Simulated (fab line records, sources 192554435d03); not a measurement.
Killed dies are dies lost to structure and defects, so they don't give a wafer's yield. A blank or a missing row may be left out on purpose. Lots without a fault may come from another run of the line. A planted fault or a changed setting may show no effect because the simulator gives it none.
A struck lot beside a sound one | flow n5_finfet | 29 steps out of a route of 1938
Sound: wafers L723.2, L723.3, L723.6. Struck: wafers L716.2, L716.3, L716.4. The cause comes at the end.
At each step with rows: each side's tool, then ch and its chambers, then its first start. Under that, the readings that differ: sound wafers | struck wafers | difference of the means | sigmas: that difference in standard deviations of wafers without a fault.
alike: readings whose means differ by less than 2 such deviations, and words and numbers that are the same on both sides. not compared: withheld readings, readings that some wafer has no value for, bounds like >300 that may hide the same value, and numbers for which the record gives no deviation and whose values overlap.
The two part at a step that has a row with sigmas, a row that says differs or no value, or rows on one side only. Numbers that don't overlap but have no deviation are shown without sigmas and don't part them. A reading that every wafer of one side lacks parts them only if that side has two wafers or more.

first, 10 steps without rows for these wafers: N5_STI_FIN_REVEAL_ALD_00 (deposits SiO2, target thk 1 nm, pulse time 1 s); N5_STI_FIN_REVEAL_ALD_14 (deposits Si3N4, target thk 3 nm); N5_STI_FIN_REVEAL_FCVD_FILL_01 (material SiO2 flowable, target thk 312 nm, time 512.2 s); N5_STI_FIN_REVEAL_DENSIFY_02 (time 1800 s); N5_STI_FIN_REVEAL_CMP_04 (polishes, stops on Si3N4, t overpolish 4 s, target thk 131.83 nm); N5_STI_FIN_REVEAL_DENSIFY_30; N5_STI_FIN_REVEAL_ETCHBACK_08 (etches SiO2 in C4F6/O2, target depth 30.5 nm, time 10.167 s); N5_STI_FIN_REVEAL_STRIP_24 (strips in N2/H2, time 90 s); N5_STI_FIN_REVEAL_PRECLEAN_25 (cleans in SPM, time 90 s); N5_STI_FIN_REVEAL_PRECLEAN_26 (cleans in SC1, time 45 s).
N5_STI_FIN_REVEAL_PRECLEAN_29: cleans in DHF, time 30 s.
  sound on wet_bench-01 ch 0,1,7, day 8 01:58; struck on wet_bench-05 ch 2,3,5, day 6 04:17
then, 14 steps without rows for these wafers: N5_STI_FIN_REVEAL_SRD_12 (time 30 s); N5_STI_FIN_REVEAL_RECESS_09 (chemistry HF/NH3, target SiO2, afs cycles 11, target depth 42.5 nm, sublimation time 60 s); N5_STI_FIN_REVEAL_STRIP_16 (strips SiNx in H3PO4, target depth 23.8 nm); N5_STI_FIN_REVEAL_PRECLEAN_17 (cleans in NF3:NH3, afs cycles 1, time 20 s, sublimation time 60 s); N5_STI_FIN_REVEAL_ETCH_34 (etches Si in H2, material Si, target depth 0.97 nm); N5_STI_FIN_REVEAL_OXIDATION_31 (chemistry O2 PLASMA REMOTE, time 20 s); N5_STI_FIN_REVEAL_PRECLEAN_32 (cleans in NF3:NH3, afs cycles 1, time 20 s, sublimation time 60 s); N5_STI_FIN_REVEAL_STRIP_35 (strips Si3N4 in H3PO4, target depth 4 nm, time 39 s); N5_STI_FIN_REVEAL_SRD_21 (time 30 s); N5_STI_FIN_REVEAL_OXIDATION_33 (chemistry O2 PLASMA REMOTE, time 20 s); N5_STI_FIN_REVEAL_CLEAN_19 (cleans in O3/DIW, time 120 s); N5_STI_FIN_REVEAL_SRD_23 (time 30 s); N5_STI_FIN_REVEAL_PRECLEAN_18 (cleans in SC2, time 45 s); N5_STI_FIN_REVEAL_SRD_28 (time 30 s).
N5_STI_FIN_REVEAL_INSPECT_13: inspects for defects (darkfield).
  sound on defect_inspect-01, day 8 04:49; struck on defect_inspect-02, day 6 07:09
  reading          | sound   | struck      | difference | sigmas
  raw_defect_count | 6 10 15 | 730 740 748 | +729       | +99 or more
then, 1 step without rows for these wafers: N5_DUMMY_GATE_PRECLEAN_00 (cleans in O3/DIW, time 60 s).
-- the record jumps here: 5 days lie between the struck wafers' starts before and after (it left off in module DUMMY_GATE and takes up again in module BEOL_M4, whose first step shown is number 1111 of the route) --
N5_BEOL_M4_RC_MEAS_101:
  sound on prober-01 ch 0, day 13 20:19; struck on prober-01 ch 0, day 11 16:14
  alike: DIBL_N, DIBL_P, IOFF_N, IOFF_P, ION_N, ION_P, SS_N, SS_P, VT_N, VT_P
-- the record jumps here: 4 days lie between the struck wafers' starts before and after (it left off in module BEOL_M4 and takes up again in module PASSIVATION, whose first step shown is number 1936 of the route) --
N5_PASSIVATION_PROBE_49:
  the record has rows for the struck wafers here (prober-01, day 15 20:28) and none for the sound ones

WHERE THEY PART
First at N5_STI_FIN_REVEAL_INSPECT_13; last, within this record, at N5_PASSIVATION_PROBE_49.

WHY: what the simulator had put in
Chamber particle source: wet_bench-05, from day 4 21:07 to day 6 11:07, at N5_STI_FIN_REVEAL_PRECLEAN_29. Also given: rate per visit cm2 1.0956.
